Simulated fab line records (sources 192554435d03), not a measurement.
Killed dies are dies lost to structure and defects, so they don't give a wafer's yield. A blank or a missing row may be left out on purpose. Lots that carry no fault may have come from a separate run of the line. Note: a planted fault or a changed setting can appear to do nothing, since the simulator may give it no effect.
8D (eight disciplines) problem report, filled in by code :: flow n5-finfet :: the parts of the form that need people (team, actions taken, sign-off) are left out

== 1. PROBLEM STATEMENT ==
Mean of spin-speed-rpm at N5_SD_EPI_N_COAT_33: 1452.4 rpm across 6 wafers in 2 lots; on wafers with no fault it is 1499.9 rpm (standard deviation 1). Relative to the usual mean, that is a shift of -48 standard deviations.
The step: time 60 s, resist thk 35 nm.
The first sign was on wafer L827.2 at day 5 05:51, on litho-track-03. At this step, 12 wafers from 4 lots have a number in the record. Rule for "out", or "out of limits": more than 4 standard deviations from the usual mean. All remaining wafers that have a number are taken as sound.

== 2. WHAT THIS IS AND IS NOT ==
question: which readings at this step
is: spin-speed-rpm
is not: -

question: which lots
is: L827, L829
is not: L826, L840

question: which wafers of those lots
is: all that have a number
is not: -

question: read on which tools
is: litho-track-03
is not: litho-track-01

question: when
is: from day 5 05:51
is not: up to then (3 sound wafers); but 3 sound wafers of L840 came after

== 3. THE SUSPECTS, EACH WITH WHAT RULES IT OUT ==
Counting: a tool stays on the suspect list if, at a process step up to the reading, it processed all lots that are out and no sound lot following the first of them.
- litho-track-03 at N5_SD_EPI_N_COAT_33 (time 60 s, resist thk 35 nm): kept. It processed each lot that is out, first L827 at day 5 05:51, and no sound lot thereafter; up to then, the last sound lot it processed was L826 at day 5 04:07. Out on those wafers are its own readings of spin-speed-rpm.
Left after counting: litho-track-03 at N5_SD_EPI_N_COAT_33.

== 4. THE CAUSE (what the simulator had put in) ==
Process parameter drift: litho-track-03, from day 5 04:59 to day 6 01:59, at N5_SD_EPI_N_COAT_33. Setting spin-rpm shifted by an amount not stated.
This tool alone remained once counting was done.

== 5. THE CHAIN OF EFFECTS, in route order ==
Each row: a reading whose mean over the struck wafers that have a number lies more than 3 standard deviations from the usual. Only readings whose record carries a usual standard deviation are examined. hours: median over the lots of the time between each lot's start at the first step of this table that gives one and its start at this step. sigmas: the change, counted in usual standard deviations.
hours: 0
step: N5_SD_EPI_N_COAT_33
reading: spin-speed-rpm
usual: 1499.9 rpm
on struck wafers: 1452.4
change: -47.5
sigmas: -48
Here are the process steps it includes:
- N5_SD_EPI_N_COAT_33: time 60 s, resist thk 35 nm.
Later measuring or inspecting steps at which every struck wafer that the step has a row for has a number for every such reading, and none has moved that far: N5_BEOL_M4_RC_MEAS_101.

== 6. WHAT WOULD HAVE CAUGHT IT SOONER ==
In this record the first reading out of limits was taken at day 5 05:51, 1 hour after the fault began at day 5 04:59.
